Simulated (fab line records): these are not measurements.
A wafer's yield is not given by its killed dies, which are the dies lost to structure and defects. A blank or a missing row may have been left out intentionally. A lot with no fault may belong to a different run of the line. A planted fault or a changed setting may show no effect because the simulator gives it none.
Split-lot study -- flow n5-finfet -- route with 1938 steps; 7 lots, 21 wafers read

== SPLIT DETAILS ==
At N5_SDB_ETCH_17 (etches SiARC in CF4, target depth 23.4 nm, time 39 s), the setting bias-w was moved away from the recipe's 36 W on 7 of the 21 wafers read, by -16.1% to +11.8%. This setting was run at the recipe's value on the other wafers.

The split's own step is where the reading is taken.

== THE READING ==
rf-vpp-V, in V, at N5_SDB_ETCH_17 (etches SiARC in CF4, target depth 23.4 nm, time 39 s). On this fab line, fault-free wafers typically give 183.7 V with a standard deviation of 0.87 V.

wafer,"tool, chamber at the split","bias-w as run, W",against the recipe,"rf-vpp-V, V",against lot-mates on the recipe
L074.1,"rie-diel-05, 2",36,recipe,185.0,-
L074.3,"rie-diel-05, 1",36,recipe,183.4,-
L074.5,"rie-diel-05, 3",38.42,+6.7%,192.4,+8.2
L075.1,"rie-diel-01, 2",36,recipe,183.5,-
L075.3,"rie-diel-01, 1",36,recipe,183.2,-
L075.6,"rie-diel-01, 1",36,recipe,184.0,-
L076.3,"rie-diel-01, 1",36,recipe,182.4,-
L076.5,"rie-diel-01, 0",36,recipe,184.0,-
L076.6,"rie-diel-01, 3",32.83,-8.8%,174.2,-9.0
L079.1,"rie-diel-05, 3",30.2,-16.1%,162.9,-20.5
L079.5,"rie-diel-05, 0",36,recipe,184.0,-
L079.6,"rie-diel-05, 1",36,recipe,182.9,-
L089.2,"rie-diel-02, 1",36,recipe,184.8,-
L089.4,"rie-diel-02, 3",36,recipe,184.1,-
L089.5,"rie-diel-02, 2",36,recipe,183.4,-
L091.1,"rie-diel-05, 2",36,recipe,182.3,-
L091.3,"rie-diel-05, 0",40.24,+11.8%,198.5,+16.2
L091.5,"rie-diel-05, 2",40.24,+11.8%,196.6,+14.3
L096.2,"rie-diel-02, 0",36,recipe,183.6,-
L096.3,"rie-diel-02, 3",30.29,-15.9%,164.7,-18.9
L096.5,"rie-diel-02, 2",30.29,-15.9%,166.0,-17.6

FIT RESULTS
A straight line over all 21 wafers: rf-vpp-V changes by +1.19 V for each +1% of bias-w; r = +1.00; the points scatter about the line by 0.9 V.
The same after taking each lot's own level away (the mean of its wafers on the recipe; 21 wafers): +1.21 V for each +1%; r = +1.00; scatter 0.85 V.
Per that fit: largest bias-w move, reading shift of 20 V.
Across the lots, their own levels run from 182.30 to 184.20 V, a range of 2.2 times the standard deviation given above.
The two slopes agree, so the slope changes little with the lot-to-lot level.
Check: with one of the wafers moved furthest among these (-16.1%) left out of the fit, the line predicts -18.9 V for it against its lot-mates. Against them it came out at -20.5 V.
Tool readings at the split's step, against how far the setting was moved: rf-vpp-V r = +1.00.

== THESE WAFERS: OTHER SPLITS ==
Note: prior to the reading, these wafers also went through further splits. Each is held against what the fit with the lots' levels taken away leaves over:
other split on the same wafers,wafers away from the commonest value,r with rf-vpp-V (lot level and that fit taken away)
N5_SD_EPI_N_DEVELOP_08 develop-time-s,8,+0.02
N5_SD_EPI_P_ETCH_16 target-depth-a,7,-0.02
N5_SD_EPI_P_EPI_21 temp-c,6,+0.48

== FILE'S OWN FIT ==
rf-vpp-V changes by +1.21 V for each +1% of bias-w, r = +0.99.
